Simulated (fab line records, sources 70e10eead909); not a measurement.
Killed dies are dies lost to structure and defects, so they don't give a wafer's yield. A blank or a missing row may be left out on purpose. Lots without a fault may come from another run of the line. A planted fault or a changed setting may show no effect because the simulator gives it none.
Chamber matching | flow nand_harc | NHARC_P_M1_ETCH_28 on rie_diel-03: 4 sister chambers
The step etches the open film in CF4/N2, target depth 30 nm, time 72.99 s. 14 wafers are shown with their chamber, then 7 later ones without.

WAFERS WITH THEIR CHAMBER
wafer  | chamber | drypump_motor_current_A (A) | rf_fwd_power_W (W) | rf_vpp_V (V)
L893.1 | 2       | 6.3                         | 297.1              | 311.1
L893.2 | 0       | 5.4                         | 295.4              | 314.8
L893.4 | 3       | 5.7                         | 297.8              | 315.7
L895.3 | 1       | 6.1                         | 299.3              | 313.0
L895.4 | 3       | 5.7                         | 298.0              | 315.9
L895.5 | 3       | 5.6                         | 298.3              | 316.7
L900.1 | 2       | 6.4                         | 297.9              | 313.5
L900.2 | 0       | 5.5                         | 296.6              | 314.5
L900.4 | 3       | 5.7                         | 299.0              | 313.9
L904.3 | 1       | 6.1                         | 298.5              | 314.3
L904.5 | 2       | 6.3                         | 297.1              | 313.0
L904.6 | 3       | 5.7                         | 299.9              | 317.2
L906.1 | 1       | 6.1                         | 299.8              | 312.6
L906.2 | 2       | 6.4                         | 296.5              | 312.3

SIGNATURES (means of the wafers above)
reading                 | chamber 0 | chamber 1 | chamber 2 | chamber 3 | scatter within a chamber
drypump_motor_current_A | 5.450     | 6.100     | 6.350     | 5.680     | 0.048
rf_fwd_power_W          | 296.000   | 299.200   | 297.150   | 298.600   | 0.742
rf_vpp_V                | 314.650   | 313.300   | 312.475   | 315.880   | 1.06
Rule: a wafer's distance from a chamber is the root of the sum, over the readings, of the square of ((its reading less the chamber's mean) divided by the reading's scatter). The wafer belongs to the nearest chamber; if the next one is less than 2 further off, it can't be placed. The scatter: the root of (the sum of the squares of (reading less its chamber's mean) over the shown wafers, divided by (wafers less chambers)).

WAFERS WITHOUT THEIR CHAMBER
wafer  | drypump_motor_current_A (A) | rf_fwd_power_W (W) | rf_vpp_V (V)
L906.4 | 5.5                         | 296.8              | 315.0
L911.1 | 6.4                         | 299.1              | 312.5
L911.2 | 5.5                         | 294.6              | 313.9
L911.3 | 5.7                         | 299.4              | 315.1
L914.1 | 5.7                         | 299.0              | 315.2
L914.2 | 6.1                         | 299.3              | 313.2
L914.6 | 5.4                         | 297.4              | 314.9

WHICH CHAMBER EACH WENT THROUGH
wafer  | from the rows above | in truth
L906.4 | 0                   | 0
L911.1 | 2                   | 2
L911.2 | 0                   | 0
L911.3 | 3                   | 3
L914.1 | 3                   | 3
L914.2 | 1                   | 1
L914.6 | 0                   | 0
Placed correctly: 7 of 7. Can't be placed from these rows: 0. Placed wrongly: 0.
